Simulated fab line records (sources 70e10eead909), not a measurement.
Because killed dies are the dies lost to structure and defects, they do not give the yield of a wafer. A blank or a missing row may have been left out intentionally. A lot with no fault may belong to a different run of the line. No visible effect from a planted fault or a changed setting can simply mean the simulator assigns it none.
Which of the tools did it? || flow nand harc || 14 lots with 42 wafers sampled at 3 steps, on a route of 1302 steps

## WHAT EACH GAUGE READ, for each wafer
NHARC_A_ONON_D1_THK_MEAS_08: measures by ellipsometry. Usual: thk nm 1004 nm, standard deviation 13.
{"lot": "L842", "measured": "day 7 16:44", "on": "film metro-01", "thk nm (nm)": "994 994 994", "flag": ""}
{"lot": "L843", "measured": "day 8 03:35", "on": "film metro-01", "thk nm (nm)": "1008 1007 1009", "flag": ""}
{"lot": "L844", "measured": "day 8 20:51", "on": "film metro-02", "thk nm (nm)": "1020 1018 1018", "flag": ""}
{"lot": "L845", "measured": "day 9 04:15", "on": "film metro-01", "thk nm (nm)": "993 994 994", "flag": ""}
{"lot": "L846", "measured": "day 9 13:41", "on": "film metro-02", "thk nm (nm)": "971 971 972", "flag": ""}
{"lot": "L847", "measured": "day 9 22:03", "on": "film metro-02", "thk nm (nm)": "999 999 998", "flag": ""}
{"lot": "L848", "measured": "day 10 01:47", "on": "film metro-02", "thk nm (nm)": "1005 1004 1005", "flag": ""}
{"lot": "L849", "measured": "day 10 15:43", "on": "film metro-02", "thk nm (nm)": "1014 1015 1016", "flag": ""}
{"lot": "L850", "measured": "day 11 06:19", "on": "film metro-01", "thk nm (nm)": "1011 1012 1014", "flag": ""}
{"lot": "L851", "measured": "day 11 12:46", "on": "film metro-01", "thk nm (nm)": "1026 1029 1028", "flag": ""}
{"lot": "L852", "measured": "day 12 06:23", "on": "film metro-02", "thk nm (nm)": "1014 1014 1012", "flag": ""}
{"lot": "L853", "measured": "day 12 06:35", "on": "film metro-01", "thk nm (nm)": "998 1000 998", "flag": ""}
{"lot": "L858", "measured": "day 14 10:21", "on": "film metro-01", "thk nm (nm)": "991 990 992", "flag": ""}
{"lot": "L859", "measured": "day 14 21:16", "on": "film metro-02", "thk nm (nm)": "1010 1010 1012", "flag": ""}

NHARC_A_ONON_D1_THK_MEAS_11: measures by ellipsometry. Usual: thk nm 1003 nm, standard deviation 13.
{"lot": "L842", "measured": "day 7 17:19", "on": "film metro-01", "thk nm (nm)": "1013 1013 1013", "flag": ""}
{"lot": "L843", "measured": "day 8 04:09", "on": "film metro-02", "thk nm (nm)": "1019 1018 1019", "flag": ""}
{"lot": "L844", "measured": "day 8 21:25", "on": "film metro-02", "thk nm (nm)": "1011 1010 1009", "flag": ""}
{"lot": "L845", "measured": "day 9 04:49", "on": "film metro-02", "thk nm (nm)": "997 995 998", "flag": ""}
{"lot": "L846", "measured": "day 9 14:15", "on": "film metro-02", "thk nm (nm)": "1008 1009 1008", "flag": ""}
{"lot": "L847", "measured": "day 9 22:37", "on": "film metro-01", "thk nm (nm)": "1006 1008 1007", "flag": ""}
{"lot": "L848", "measured": "day 10 02:20", "on": "film metro-02", "thk nm (nm)": "1021 1020 1022", "flag": ""}
{"lot": "L849", "measured": "day 10 16:17", "on": "film metro-01", "thk nm (nm)": "1025 1024 1024", "flag": ""}
{"lot": "L850", "measured": "day 11 06:52", "on": "film metro-02", "thk nm (nm)": "996 996 997", "flag": ""}
{"lot": "L851", "measured": "day 11 13:20", "on": "film metro-01", "thk nm (nm)": "998 998 998", "flag": ""}
{"lot": "L852", "measured": "day 12 06:58", "on": "film metro-01", "thk nm (nm)": "989 987 987", "flag": ""}
{"lot": "L853", "measured": "day 12 07:09", "on": "film metro-02", "thk nm (nm)": "995 996 996", "flag": ""}
{"lot": "L858", "measured": "day 14 10:55", "on": "film metro-02", "thk nm (nm)": "987 985 985", "flag": ""}
{"lot": "L859", "measured": "day 14 21:50", "on": "film metro-01", "thk nm (nm)": "1003 1003 1000", "flag": ""}

NHARC_A_ONON_D1_THK_MEAS_14: measures by ellipsometry. Usual: thk nm 999 nm, standard deviation 12.
{"lot": "L842", "measured": "day 7 17:53", "on": "film metro-02", "thk nm (nm)": "1011 1010 1011", "flag": ""}
{"lot": "L843", "measured": "day 8 04:43", "on": "film metro-02", "thk nm (nm)": "978 976 978", "flag": ""}
{"lot": "L844", "measured": "day 8 21:58", "on": "film metro-02", "thk nm (nm)": "995 994 996", "flag": ""}
{"lot": "L845", "measured": "day 9 05:23", "on": "film metro-02", "thk nm (nm)": "994 997 995", "flag": ""}
{"lot": "L846", "measured": "day 9 14:49", "on": "film metro-01", "thk nm (nm)": "986 985 986", "flag": ""}
{"lot": "L847", "measured": "day 9 23:11", "on": "film metro-01", "thk nm (nm)": "1005 1005 1005", "flag": ""}
{"lot": "L848", "measured": "day 10 02:54", "on": "film metro-02", "thk nm (nm)": "985 984 985", "flag": ""}
{"lot": "L849", "measured": "day 10 16:51", "on": "film metro-02", "thk nm (nm)": "1013 1014 1015", "flag": ""}
{"lot": "L850", "measured": "day 11 07:26", "on": "film metro-01", "thk nm (nm)": "1012 1012 1012", "flag": ""}
{"lot": "L851", "measured": "day 11 13:55", "on": "film metro-02", "thk nm (nm)": "1009 1010 1010", "flag": ""}
{"lot": "L852", "measured": "day 12 07:32", "on": "film metro-02", "thk nm (nm)": "1004 1002 1005", "flag": ""}
{"lot": "L853", "measured": "day 12 07:44", "on": "film metro-01", "thk nm (nm)": "1006 1006 1006", "flag": ""}
{"lot": "L858", "measured": "day 14 11:29", "on": "film metro-02", "thk nm (nm)": "982 980 982", "flag": ""}
{"lot": "L859", "measured": "day 14 22:24", "on": "film metro-01", "thk nm (nm)": "1000 1000 999", "flag": ""}

## WHAT TOOL EACH LOT RAN ON (gives the tool, then ch and the chambers of the sampled wafers, and finally the start)
The record holds no process step before these readings.

## WHAT THE TOOLS THEMSELVES READ (means of the sampled wafers that have a number; where no wafer has one, the mark that the record gives instead)
The record holds no such reading with a usual standard deviation.

## THE ANSWER, worked out from the rows above alone
Rule: a lot is off if the mean of its wafers that have a number lies more than 3 standard deviations from the usual mean. Also off: a lot with no number at a reading for which 4 or more lots have one. All remaining lots with rows at the step are treated as sound. The gauges are gone through in route order, then the tools' own readings, and for those a lot's mean is taken as printed above. The first step at which some lot is off is used, and at that step the reading that is off furthest; a lot without a number counts as furthest.
No lot is off on any of the readings shown, so nothing can be concluded from this.

## WHAT THE SIMULATOR HAD PUT IN
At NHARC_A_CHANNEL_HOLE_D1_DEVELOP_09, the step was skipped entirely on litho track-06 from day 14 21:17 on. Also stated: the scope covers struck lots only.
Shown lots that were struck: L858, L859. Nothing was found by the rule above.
